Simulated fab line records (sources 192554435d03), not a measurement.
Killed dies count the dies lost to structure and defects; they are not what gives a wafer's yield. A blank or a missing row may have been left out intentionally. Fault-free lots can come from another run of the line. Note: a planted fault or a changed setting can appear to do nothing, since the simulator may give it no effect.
fab line records	flow n5-finfet
[record] lots = 5	wafers = 15	last-day = 17
route steps=1938 shown BEOL_M0_SAQP@698 BEOL_M0_CUTY@701 BEOL_M0@715
lots that met no fault: taken from a fault-free run of the same line
start-h: the number of hours between the record's first day and the start of the first shown wafer of the lot	wait-h: hours from the lot's prior step to this one	" repeats the value in the row above	L1.1+2: several wafers, shown together as one row	- value missing, or start not given	* or withheld: withheld	< > ~ a bound
route shown NAME@n: names a module that has steps shown in the file, with the first one's number in the route	usual: mean/standard deviation of fault-free wafers	same: alike in all rows	chamber/n: place in a boat	sites: readings site by site	_std_site: standard deviation of those values	_edge_site: inner sites' mean taken away from outer sites' mean	radius-mm: how far each site lies from the wafer's centre	mask NAME#n: copy n	behind: the last tool/chamber to shape the wafer	hold: the reason the lot was held/the length of the hold in hours/how it ended	device: the transistor (n, p or np) that didn't switch	end of line: the route-end tests of the same wafers	where a step has no rows: the recipe by itself	killed: dies that structure and defects cost at the first sort, which is not the same as the wafer's yield	map: dies across one wafer; x = killed, . = not, _ = none there
set.NAME: the setting the step ran with; set.NAME@STEP: the setting that earlier step ran with	model.NAME: the simulator's own value behind a step, which no gauge read
certain route steps with their lots: each step a table, each wafer a row
services: a tool's chamber out of use, with start hour (start-h, from the record's first day; less than 0 if before it), hours out, and reason
[[steps]]
[step N5_BEOL_M0_SAQP_ALD_48]
[recipe] material = SiO2	target-thk-a = 200	temp-c = 100	ald-precursor-family = BDEAS	ald-co-reactant = O2-plasma	pulse-time-s = 1	co-reactant-pulse-time-s = 1	purge-time-s = 2	co-reactant-purge-time-s = 2	ald-cycles = 139	pressure-torr = 2
[usual] heater-power-w = 76/6.7	precursor-pulse-height-rel = 1.002/0.019
lot.wafer	tool	chamber	start-h	wait-h	heater-power-w	precursor-pulse-height-rel
L080.1	ald-sin-04	0	148.32	0.1	68	1.026
L080.2	"	2	"	"	84	0.942
L080.3	"	1	"	"	84	0.973
L086.1	ald-sin-02	3	190.06	0.0	79	0.977
L086.5	"	1	"	"	70	1.011
L086.6	"	2	"	"	81	0.978
L090.2	ald-sin-04	3	211.58	0.0	70	1.011
L090.4	"	0	"	"	67	1.003
L090.5	"	1	"	"	84	1.016
L092.4	ald-sin-04	2	220.49	0.0	87	1.001
L092.5	"	1	"	"	84	1.017
L092.6	"	2	"	"	88	0.996
L096.1	ald-sin-04	0	246.96	0.0	69	1.026
L096.2	"	3	"	"	72	1.014
L096.4	"	1	"	"	85	1.002
[step N5_BEOL_M0_SAQP_ETCH_49]
[recipe] chemistry = CF4/O2	target-depth-a = 370	target = SiO2	pressure-mtorr = 40	source-w = 535	bias-w = 49	Ar_flow_sccm = 100	cf4-flow-sccm = 100	O2_flow_sccm = 10	ion-energy-ev = 100
[usual] cf4-flow-sccm = 100.0/0.31	drypump-motor-current-A = 5.6/0.43	oes-product-au = 0.80/0.087	rf-vpp-V = 243/10	showerhead-plenum-p-Torr = 2.20/0.055	throttle-valve-pct = 15.89/0.21
lot.wafer	tool	chamber	start-h	wait-h	cf4-flow-sccm	drypump-motor-current-A	oes-product-au	rf-hours-counter-h	rf-vpp-V	showerhead-plenum-p-Torr	throttle-valve-pct
L080.1	rie-diel-04	1	148.85	0.3	99.9	5.3	0.71	195	233	2.18	15.85
L080.2	"	3	"	"	100.0	5.1	0.89	33	234	2.16	15.72
L080.3	"	0	"	"	99.8	5.9	0.73	177	233	2.19	16.07
L086.1	rie-diel-06	0	190.59	0.3	99.5	5.2	0.83	72	238	2.15	15.70
L086.5	"	1	"	"	99.4	5.7	0.75	-	261	2.19	16.05
L086.6	"	2	"	"	99.8	6.1	0.70	-	237	2.17	16.06
L090.2	rie-diel-03	2	212.10	0.3	99.7	5.3	0.90	14	242	2.17	15.44
L090.4	"	3	"	"	99.8	6.3	0.89	61	238	2.24	15.94
L090.5	"	0	"	"	100.3	5.1	0.72	-	260	2.20	16.08
L092.4	rie-diel-03	3	221.02	0.3	99.8	6.3	0.88	63	239	2.24	15.97
L092.5	"	1	"	"	99.7	5.4	0.87	-	261	2.33	15.83
L092.6	"	2	"	"	100.2	5.3	0.88	-	242	2.17	15.45
L096.1	rie-diel-04	2	247.64	0.4	99.7	5.7	0.68	247	229	2.09	16.29
L096.2	"	3	"	"	100.2	5.2	0.85	59	232	2.15	15.77
L096.4	"	1	"	"	99.7	5.3	0.69	222	234	2.18	15.88
[step N5_BEOL_M0_SAQP_STRIP_75]
[recipe] chemistry = CF4	resist = SiARC	power-w = 300	bias-power-w = 75	pressure-mtorr = 50	cf4-flow-sccm = 150	rf-frequency-hz = 6e+07
[usual] cf4-flow-sccm = 150.0/0.44	drypump-motor-current-A = 5.6/0.43	oes-product-au = 0.184/0.02	rf-vpp-V = 271.0/1.3	showerhead-plenum-p-Torr = 1.79/0.039	throttle-valve-pct = 13.62/0.24
lot.wafer	tool	chamber	start-h	wait-h	cf4-flow-sccm	drypump-motor-current-A	oes-product-au	rf-hours-counter-h	rf-vpp-V	showerhead-plenum-p-Torr	throttle-valve-pct
L080.1	rie-diel-04	1	148.95	0.1	149.8	5.3	0.167	195	271.6	1.77	13.58
L080.2	"	3	"	"	150.4	5.1	0.200	33	269.1	1.76	13.41
L080.3	"	0	"	"	150.1	5.9	0.167	177	271.1	1.78	13.83
L086.1	rie-diel-06	0	190.69	0.1	150.0	5.2	0.193	72	271.1	1.76	13.49
L086.5	"	1	"	"	149.0	5.7	0.180	-	271.3	1.80	13.86
L086.6	"	2	"	"	150.8	6.0	0.163	-	269.4	1.77	13.86
L090.2	rie-diel-03	2	212.20	0.1	150.1	5.3	0.211	14	270.0	1.77	13.17
L090.4	"	3	"	"	150.0	6.4	0.199	61	272.2	1.80	13.59
L090.5	"	0	"	"	149.6	5.1	0.163	-	271.4	1.79	13.82
L092.4	rie-diel-03	3	221.12	0.1	149.5	6.3	0.198	63	271.9	1.80	13.59
L092.5	"	1	"	"	150.3	5.4	0.205	-	272.6	1.88	13.50
L092.6	"	2	"	"	149.9	5.3	0.202	-	270.5	1.76	13.16
L096.1	rie-diel-04	2	247.74	0.1	149.8	5.7	0.156	247	269.9	1.70	14.02
L096.2	"	3	"	"	150.3	5.2	0.198	59	269.6	1.75	13.49
L096.4	"	1	"	"	150.8	5.2	0.163	222	270.5	1.77	13.64
[step N5_BEOL_M0_CUTY_COAT_50]
[recipe] resist = SiARC	temp-c = 220	time-s = 60	spin-rpm = 1500	resist-thk-nm = 15
lot.wafer	tool	chamber	start-h	wait-h
L080.1+2+3	litho-track-02	0	149.00	0.0
L086.1+5+6	litho-track-05	0	190.73	0.0
L090.2+4+5	litho-track-05	0	212.25	0.0
L092.4+5+6	litho-track-05	0	221.16	0.0
L096.1+2+4	litho-track-05	0	247.79	0.0
[step N5_BEOL_M0_CUTY_COAT_51]
[recipe] resist = CAR-ArF-block	spin-rpm = 1500	resist-thk-nm = 150
lot.wafer	tool	chamber	start-h	wait-h
L080.1+2+3	litho-track-02	0	-	-
L086.1+5+6	litho-track-05	0	-	-
L090.2+4+5	litho-track-05	0	-	-
L092.4+5+6	litho-track-05	0	-	-
L096.1+2+4	litho-track-05	0	-	-
[step N5_BEOL_M0_CUTY_EBR_52]
[recipe] solvent = PGMEA	ebr-width-mm = 1.5
[same] ebr-width-mm = 1.5
lot.wafer	tool	chamber	start-h	wait-h
L080.1+2+3	litho-track-02	0	-	-
L086.1+5+6	litho-track-05	0	-	-
L090.2+4+5	litho-track-05	0	-	-
L092.4+5+6	litho-track-05	0	-	-
L096.1+2+4	litho-track-05	0	-	-
[step N5_BEOL_M0_CUTY_SOFTBAKE_53]
[recipe] temp-c = 110	time-s = 60	resist = CAR-ArF-block
lot.wafer	tool	chamber	start-h	wait-h
L080.1+2+3	litho-track-02	0	-	-
L086.1+5+6	litho-track-05	0	-	-
L090.2+4+5	litho-track-05	0	-	-
L092.4+5+6	litho-track-05	0	-	-
L096.1+2+4	litho-track-05	0	-	-
[step N5_BEOL_M0_CUTY_EXPOSE_54]
[recipe] mask-id = M0_ABLK	na = 1.35	source-shape = conventional	sigma-outer = 0.8	polarization = unpolarized	dose-mj = 36
[same] na = 1.35
lot.wafer	tool	chamber	start-h	wait-h	mask
L080.1+2+3	arfi-scanner-03	0	149.10	-	M0_ABLK#0
L086.1+5+6	arfi-scanner-03	0	190.96	-	M0_ABLK#0
L090.2+4+5	arfi-scanner-03	0	212.48	-	M0_ABLK#0
L092.4+5+6	arfi-scanner-01	0	221.41	-	M0_ABLK#0
L096.1+2+4	arfi-scanner-01	0	248.01	-	M0_ABLK#0
[step N5_BEOL_M0_CUTY_PEB_55]
[recipe] peb-temp-c = 110	peb-time-s = 60	resist = CAR-ArF-block
lot.wafer	tool	chamber	start-h	wait-h
L080.1+2+3	litho-track-05	0	149.16	0.1
L086.1+5+6	litho-track-05	0	191.01	0.1
L090.2+4+5	litho-track-05	0	212.54	0.0
L092.4+5+6	litho-track-05	0	221.45	0.0
L096.1+2+4	litho-track-03	0	248.07	0.1
[step N5_BEOL_M0_CUTY_DEVELOP_56]
[recipe] develop-time-s = 30	developer = TMAH	resist = CAR-ArF-block	rinse-liquid = diw	dry = air-spin	dev-temp-c = 23
[same] develop-time-s = 30
lot.wafer	tool	chamber	start-h	wait-h
L080.1+2+3	litho-track-05	0	-	-
L086.1+5+6	litho-track-05	0	-	-
L090.2+4+5	litho-track-05	0	-	-
L092.4+5+6	litho-track-05	0	-	-
L096.1+2+4	litho-track-03	0	-	-
[step N5_BEOL_M0_CUTY_CD_MEAS_57]
[recipe] target-cd-nm = 200	landing-energy-ev = 500	detector = se-inlens	polarity = line
[usual] cd-nm = 200.5/1.1
lot.wafer	tool	chamber	start-h	wait-h	cd-nm
L080.1	cd-sem-03	0	149.22	-	200.0
L080.2	"	0	"	"	201.1
L080.3	"	0	"	"	200.9
L086.1	cd-sem-03	0	191.08	-	200.1
L086.5	"	0	"	"	200.5
L086.6	"	0	"	"	200.3
L090.2	cd-sem-03	0	212.60	-	201.2
L090.4	"	0	"	"	200.2
L090.5	"	0	"	"	200.9
L092.4	cd-sem-03	0	221.52	-	201.3
L092.5	"	0	"	"	202.1
L092.6	"	0	"	"	201.3
L096.1	cd-sem-03	0	248.14	-	201.0
L096.2	"	0	"	"	199.5
L096.4	"	0	"	"	199.1
[step N5_BEOL_M0_CUTY_OVL_MEAS_58]
[recipe] points-per-wafer = 44
[usual] M0_ABLK_OVL = -0.1/0.91
[same] points-per-wafer = 44
lot.wafer	tool	chamber	start-h	wait-h	M0_ABLK_OVL[nm]
L080.1	overlay-01	0	149.25	0.0	-0.2
L080.2	"	0	"	"	-0.3
L080.3	"	0	"	"	0.9
L086.1	overlay-02	0	191.11	0.0	-0.7
L086.5	"	0	"	"	0.2
L086.6	"	0	"	"	1.2
L090.2	overlay-01	0	212.63	0.0	0.0
L090.4	"	0	"	"	1.0
L090.5	"	0	"	"	-0.5
L092.4	overlay-01	0	221.54	0.0	1.0
L092.5	"	0	"	"	-1.4
L092.6	"	0	"	"	-0.1
L096.1	overlay-02	0	248.17	0.0	-0.2
L096.2	"	0	"	"	-1.1
L096.4	"	0	"	"	-1.2
[step N5_BEOL_M0_CUTY_INSPECT_59]
[recipe] mode = adi	inspect-instrument = macro
[usual] raw-defect-count = 1.8/1.3
lot.wafer	tool	chamber	start-h	wait-h	raw-defect-count
L080.1	defect-inspect-02	-	149.28	0.0	1
L080.2	"	-	"	"	2
L080.3	"	-	"	"	3
L086.1	defect-inspect-02	-	191.13	0.0	3
L086.5	"	-	"	"	2
L086.6	"	-	"	"	1
L090.2	defect-inspect-01	-	212.66	0.0	2
L090.4	"	-	"	"	2
L090.5	"	-	"	"	0
L092.4	defect-inspect-01	-	221.57	0.0	1
L092.5	"	-	"	"	0
L092.6	"	-	"	"	3
L096.1	defect-inspect-02	-	248.19	0.0	3
L096.2	"	-	"	"	3
L096.4	"	-	"	"	3
[step N5_BEOL_M0_CUTY_DESCUM_61]
[recipe] chemistry = O2	time-s = 7.9	source-power-w = 50	bias-power-w = 20	pressure-mtorr = 20	rf-frequency-hz = 2.712e+07	temp-c = 40	resist = CAR-ArF-block	o2-flow-sccm = 225
[usual] drypump-motor-current-A = 5.8/0.46	oes-product-au = 0.76/0.078	rf-vpp-V = 243.0/1.3	showerhead-plenum-p-Torr = 2.10/0.073	throttle-valve-pct = 20.6/0.31
lot.wafer	tool	chamber	start-h	wait-h	drypump-motor-current-A	oes-product-au	rf-hours-counter-h	rf-vpp-V	showerhead-plenum-p-Torr	throttle-valve-pct
L080.1	rie-diel-01	2	149.31	0.0	5.7	0.76	164	244.2	2.21	21.1
L080.2	"	1	"	"	6.6	0.69	241	242.6	2.17	20.3
L080.3	"	0	"	"	6.2	0.68	230	242.1	1.98	20.9
L086.1	rie-diel-05	1	191.54	0.4	4.8	0.68	211	243.3	2.17	21.0
L086.5	"	1	"	"	4.7	0.68	-	244.7	2.17	21.0
L086.6	"	2	"	"	5.9	0.71	-	242.5	2.07	20.4
L090.2	rie-diel-02	0	213.01	0.4	5.3	0.73	205	239.7	2.08	20.9
L090.4	"	1	"	"	5.9	0.74	-	241.6	2.00	20.4
L090.5	"	0	"	"	5.3	0.73	-	244.0	2.08	20.8
L092.4	rie-diel-05	2	221.60	0.0	5.9	0.69	218	242.9	2.07	20.4
L092.5	"	0	"	"	6.4	0.74	-	240.3	2.01	20.5
L092.6	"	3	"	"	5.7	0.68	-	244.8	2.14	20.4
L096.1	rie-diel-02	0	248.22	0.0	5.2	0.73	217	243.4	2.07	20.9
L096.2	"	1	"	"	5.9	0.72	168	241.0	1.99	20.4
L096.4	"	2	"	"	5.8	0.80	-	242.3	2.11	20.5
[step N5_BEOL_M0_CUTY_ETCH_62]
[recipe] chemistry = CF4	target = SiARC	mask-material = CAR-ArF-block	time-s = 58.5	ion-energy-ev = 80	pressure-mtorr = 40	source-w = 545	bias-w = 36	Ar_flow_sccm = 100	cf4-flow-sccm = 100	ends = cleared
[usual] cf4-flow-sccm = 99.98/0.27	drypump-motor-current-A = 5.8/0.46	etch-rf-on-time-s = 59.1/1.7	oes-product-au = 0.65/0.07	rf-vpp-V = 184.0/1.1	showerhead-plenum-p-Torr = 2.14/0.063	throttle-valve-pct = 15.73/0.27
lot.wafer	tool	chamber	start-h	wait-h	cf4-flow-sccm	drypump-motor-current-A	etch-rf-on-time-s	oes-product-au	rf-hours-counter-h	rf-vpp-V	showerhead-plenum-p-Torr	throttle-valve-pct
L080.1	rie-diel-01	2	149.35	0.0	99.97	5.7	59.2	0.65	164	184.0	2.22	15.96
L080.2	"	1	"	"	100.14	6.5	57.0	0.60	241	184.3	2.18	15.44
L080.3	"	0	"	"	99.76	6.2	58.3	0.60	230	181.6	2.04	16.06
L086.1	rie-diel-05	1	191.57	0.0	99.82	4.7	61.1	0.58	211	183.6	2.20	16.01
L086.5	"	1	"	"	100.05	4.7	61.2	0.58	-	183.7	2.20	16.01
L086.6	"	2	"	"	99.98	5.9	58.2	0.61	-	184.0	2.11	15.68
L090.2	rie-diel-02	0	213.04	0.0	100.18	5.2	57.9	0.62	205	182.9	2.13	15.98
L090.4	"	1	"	"	99.73	5.9	61.0	0.62	-	181.7	2.04	15.52
L090.5	"	0	"	"	99.79	5.3	57.7	0.62	-	184.8	2.13	16.01
L092.4	rie-diel-05	2	221.64	0.0	99.73	5.9	58.0	0.60	218	183.5	2.11	15.71
L092.5	"	0	"	"	99.78	6.4	61.8	0.62	-	181.2	2.08	15.86
L092.6	"	3	"	"	99.86	5.6	60.9	0.57	-	183.7	2.20	15.73
L096.1	rie-diel-02	0	248.26	0.0	100.43	5.3	57.7	0.61	217	183.4	2.13	16.02
L096.2	"	1	"	"	100.02	5.8	60.7	0.60	168	183.1	2.03	15.54
L096.4	"	2	"	"	99.83	5.7	61.0	0.66	-	183.0	2.17	15.74
[step N5_BEOL_M0_CUTY_ETCH_63]
[recipe] chemistry = N2/H2	target = SOC	target-depth-a = 827	overetch-a = 165	mask-material = SiARC	temp-c = 40	ion-energy-ev = 200	time-s = 124	pressure-mtorr = 30	source-w = 840	bias-w = 150	n2-flow-sccm = 200	h2-flow-sccm = 200
[usual] drypump-motor-current-A = 5.8/0.46	oes-product-au = 0.63/0.061	rf-vpp-V = 523.9/2.4	showerhead-plenum-p-Torr = 2.55/0.078	throttle-valve-pct = 17.98/0.28
lot.wafer	tool	chamber	start-h	wait-h	drypump-motor-current-A	oes-product-au	rf-hours-counter-h	rf-vpp-V	showerhead-plenum-p-Torr	throttle-valve-pct
L080.1	rie-diel-01	2	149.39	0.0	5.7	0.63	164	527.3	2.65	18.23
L080.2	"	1	"	"	6.5	0.57	241	525.1	2.64	17.76
L080.3	"	0	"	"	6.2	0.57	230	520.3	2.41	18.23
L086.1	rie-diel-05	1	191.62	0.0	4.7	0.56	211	527.1	2.62	18.32
L086.5	"	1	"	"	4.7	0.57	-	525.4	2.62	18.33
L086.6	"	2	"	"	5.9	0.59	-	524.6	2.49	17.58
L090.2	rie-diel-02	0	213.09	0.0	5.3	0.59	205	523.7	2.53	18.35
L090.4	"	1	"	"	5.8	0.59	-	522.5	2.47	18.07
L090.5	"	0	"	"	5.3	0.59	-	522.7	2.53	18.36
L092.4	rie-diel-05	2	221.68	0.0	5.9	0.57	218	523.2	2.49	17.61
L092.5	"	0	"	"	6.4	0.61	-	520.8	2.44	17.95
L092.6	"	3	"	"	5.7	0.56	-	526.0	2.61	17.78
L096.1	rie-diel-02	0	248.31	0.0	5.3	0.59	217	524.3	2.53	18.39
L096.2	"	1	"	"	5.8	0.59	168	519.2	2.46	18.12
L096.4	"	2	"	"	5.8	0.65	-	525.3	2.57	17.93
[step N5_BEOL_M0_CUTY_STRIP_64]
[recipe] chemistry = N2/H2	temp-c = 40	n2-flow-sccm = 200	h2-flow-sccm = 200	rf-frequency-hz = 6e+07
lot.wafer	tool	chamber	start-h	wait-h
L080.1+2+3	rie-diel-01	2,1,0	149.51	0.1
L086.1+5+6	rie-diel-05	1,1,2	191.73	0.1
L090.2+4+5	rie-diel-02	0,1,0	213.20	0.1
L092.4+5+6	rie-diel-05	2,0,3	221.80	0.1
L096.1+2+4	rie-diel-02	0,1,2	248.42	0.1
[step N5_BEOL_M0_ETCH_138]
[recipe] chemistry = CH3F/O2	target-depth-a = 120	target = SiCN	time-s = 31.6	ion-energy-ev = 120	pressure-mtorr = 30	source-w = 395	bias-w = 75	Ar_flow_sccm = 150	CH3F_flow_sccm = 30	O2_flow_sccm = 20	ends = cleared
[usual] drypump-motor-current-A = 5.8/0.47	etch-rf-on-time-s = 29.0/1.1	oes-product-au = 0.65/0.068	rf-vpp-V = 297.4/1.5	showerhead-plenum-p-Torr = 2.00/0.063	throttle-valve-pct = 16.44/0.26
lot.wafer	tool	chamber	start-h	wait-h	drypump-motor-current-A	etch-rf-on-time-s	oes-product-au	rf-hours-counter-h	rf-vpp-V	showerhead-plenum-p-Torr	throttle-valve-pct
L080.1	rie-diel-01	2	149.52	0.0	5.7	28.4	0.65	164	298.3	2.07	16.63
L080.2	"	1	"	"	6.5	27.9	0.60	241	298.5	2.06	16.18
L080.3	"	0	"	"	6.3	29.6	0.59	230	294.3	1.91	16.84
L086.1	rie-diel-05	1	191.74	0.0	4.7	29.1	0.58	211	297.8	2.07	16.81
L086.5	"	1	"	"	4.7	30.3	0.59	-	299.2	2.07	16.80
L086.6	"	2	"	"	5.9	29.6	0.61	-	296.3	1.98	16.38
L090.2	rie-diel-02	0	213.21	0.0	5.3	28.6	0.61	205	297.0	1.98	16.66
L090.4	"	1	"	"	5.8	31.1	0.63	-	295.7	1.91	16.27
L090.5	"	0	"	"	5.3	28.5	0.62	-	295.1	1.98	16.66
L092.4	rie-diel-05	2	221.81	0.0	5.9	29.6	0.60	218	296.5	1.97	16.40
L092.5	"	0	"	"	6.4	30.5	0.63	-	296.3	1.93	16.49
L092.6	"	3	"	"	5.6	29.4	0.57	-	297.7	2.05	16.36
L096.1	rie-diel-02	0	248.43	0.0	5.3	28.4	0.60	217	298.3	1.98	16.69
L096.2	"	1	"	"	5.8	29.9	0.61	168	296.4	1.90	16.30
L096.4	"	2	"	"	5.8	28.5	0.66	-	298.1	2.03	16.45
[step N5_BEOL_M0_HM_OPEN_105]
[recipe] chemistry = Cl2/BCl3	target-depth-a = 120	target = TiN	ion-energy-ev = 150	pressure-mtorr = 10	icp-w = 1000	bias-w = 126	Cl2_flow_sccm = 53.25	bcl3-flow-sccm = 21.75	Ar_flow_sccm = 25
[usual] bcl3-flow-sccm = 21.76/0.064	drypump-motor-current-A = 5.6/0.55	oes-product-au = 0.74/0.15	throttle-valve-pct = 21.93/0.25
lot.wafer	tool	chamber	start-h	wait-h	bcl3-flow-sccm	drypump-motor-current-A	oes-product-au	rf-hours-counter-h	throttle-valve-pct
L080.1	rie-metal-01	0	151.86	2.3	21.71	6.0	0.72	63	21.66
L080.2	"	1	"	"	21.80	4.7	0.96	5	21.70
L080.3	"	0	"	"	21.66	6.0	0.71	-	21.66
L086.1	rie-metal-03	0	192.89	1.1	21.68	5.8	0.59	129	22.24
L086.5	"	0	"	"	21.69	5.7	0.59	-	22.25
L086.6	"	0	"	"	21.64	5.7	0.59	-	22.24
L090.2	rie-metal-02	1	214.57	1.3	21.70	6.6	0.66	81	21.73
L090.4	"	1	"	"	21.58	6.5	0.66	-	21.72
L090.5	"	0	"	"	21.81	6.0	0.93	-	21.90
L092.4	rie-metal-03	0	223.89	2.0	21.83	5.8	0.99	-	22.24
L092.5	"	1	"	"	21.68	5.4	0.95	-	21.70
L092.6	"	0	"	"	21.91	5.8	0.99	-	22.22
L096.1	rie-metal-01	0	248.78	0.3	21.81	6.1	0.69	70	21.69
L096.2	"	1	"	"	21.77	4.8	0.91	13	21.70
L096.4	"	0	"	"	21.75	6.0	0.69	-	21.68
[step N5_BEOL_M0_STRIP_140]
[recipe] chemistry = CF4	resist = SiARC	power-w = 300	bias-power-w = 75	pressure-mtorr = 50	cf4-flow-sccm = 150	rf-frequency-hz = 6e+07
[usual] cf4-flow-sccm = 150.1/0.47	drypump-motor-current-A = 5.8/0.48	oes-product-au = 0.75/0.076	rf-vpp-V = 271.0/1.7	showerhead-plenum-p-Torr = 1.79/0.052	throttle-valve-pct = 13.70/0.27
lot.wafer	tool	chamber	start-h	wait-h	cf4-flow-sccm	drypump-motor-current-A	oes-product-au	rf-hours-counter-h	rf-vpp-V	showerhead-plenum-p-Torr	throttle-valve-pct
L080.1	rie-diel-02	2	152.03	0.1	149.4	5.7	0.81	89	270.5	1.82	13.66
L080.2	"	0	"	"	151.1	5.3	0.72	181	270.5	1.80	13.92
L080.3	"	3	"	"	150.5	5.9	0.91	20	268.8	1.77	13.52
L086.1	rie-diel-01	0	193.21	0.3	149.6	6.3	0.68	247	268.1	1.69	14.01
L086.5	"	2	"	"	149.8	5.7	0.75	-	273.7	1.86	13.96
L086.6	"	0	"	"	149.8	6.3	0.68	-	268.5	1.69	14.03
L090.2	rie-diel-01	2	214.92	0.3	149.8	5.7	0.74	192	271.3	1.85	13.99
L090.4	"	2	"	"	150.7	5.7	0.73	-	272.5	1.85	14.00
L090.5	"	2	"	"	149.4	5.7	0.74	-	274.7	1.85	13.98
L092.4	rie-diel-01	1	224.01	0.1	150.1	6.6	0.89	13	271.5	1.81	12.95
L092.5	"	0	"	"	149.4	6.3	0.98	-	273.3	1.90	13.50
L092.6	"	1	"	"	150.3	6.6	0.90	-	273.0	1.81	12.95
L096.1	rie-diel-02	1	248.95	0.1	149.7	5.8	0.71	168	269.5	1.70	13.56
L096.2	"	0	"	"	149.9	5.3	0.70	217	270.3	1.79	14.00
L096.4	"	0	"	"	150.2	5.3	0.71	-	269.1	1.79	14.03
[step N5_BEOL_M0_STRIP_104]
[recipe] chemistry = N2/H2	power-w = 450	temp-c = 40	pressure-mtorr = 20	rf-frequency-hz = 6e+07	overash-fraction = 0.3	bias-power-w = 7	h2-frac = 0.5	n2-flow-sccm = 200	h2-flow-sccm = 200
[usual] drypump-motor-current-A = 5.8/0.49	oes-product-au = 0.76/0.082	rf-vpp-V = 59.3/1.8	showerhead-plenum-p-Torr = 2.55/0.077	throttle-valve-pct = 23.8/0.42
lot.wafer	tool	chamber	start-h	wait-h	drypump-motor-current-A	oes-product-au	rf-hours-counter-h	rf-vpp-V	showerhead-plenum-p-Torr	throttle-valve-pct
L080.1	rie-diel-02	2	152.05	0.0	5.7	0.83	89	62.2	2.58	23.6
L080.2	"	0	"	"	5.2	0.76	181	59.0	2.54	24.4
L080.3	"	3	"	"	5.9	0.91	20	56.5	2.50	23.8
L086.1	rie-diel-01	0	193.23	0.0	6.3	0.67	247	58.5	2.40	24.0
L086.5	"	2	"	"	5.7	0.76	-	60.7	2.64	24.2
L086.6	"	0	"	"	6.3	0.67	-	58.7	2.40	24.0
L090.2	rie-diel-01	2	214.95	0.0	5.7	0.74	192	61.5	2.63	24.2
L090.4	"	2	"	"	5.7	0.74	-	62.7	2.63	24.2
L090.5	"	2	"	"	5.7	0.74	-	58.9	2.63	24.2
L092.4	rie-diel-01	1	224.03	0.0	6.6	0.90	13	60.7	2.62	23.2
L092.5	"	0	"	"	6.3	0.99	-	58.7	2.72	23.8
L092.6	"	1	"	"	6.6	0.90	-	59.3	2.62	23.2
L096.1	rie-diel-02	1	248.97	0.0	5.9	0.73	168	57.5	2.46	24.1
L096.2	"	0	"	"	5.3	0.73	217	57.0	2.52	24.5
L096.4	"	0	"	"	5.3	0.72	-	61.4	2.52	24.4
[[services]]
tool	chamber	start-h	hours	kind
arfi-scanner-01	-	124.85	3.9	pm
arfi-scanner-01	-	128.99	12.0	pm
rie-diel-05	3	132.65	7.5	repair
rie-diel-06	3	133.56	10.2	repair
rie-diel-01	1	135.00	12.9	repair
rie-diel-03	1	146.18	2.5	repair
arfi-scanner-01	-	149.34	1.3	pm
rie-diel-03	-	159.37	0.7	repair
arfi-scanner-03	-	167.24	1.3	pm
ald-sin-04	0	172.66	11.4	repair
arfi-scanner-01	-	173.53	1.0	pm
rie-diel-04	-	188.17	14.6	pm
arfi-scanner-01	-	193.28	0.3	repair
rie-diel-02	-	195.71	3.6	repair
rie-diel-05	0	203.48	8.1	repair
rie-diel-02	2	205.00	27.5	repair
arfi-scanner-03	-	215.73	0.8	repair
rie-metal-01	-	219.49	2.8	pm
rie-diel-02	0	226.35	10.5	repair
arfi-scanner-03	-	234.86	1.9	repair
rie-diel-03	-	239.00	15.6	pm
rie-diel-02	3	241.86	46.0	repair
arfi-scanner-03	-	245.10	4.2	repair
ald-sin-02	3	248.55	4.9	repair
[[key]]
fault none
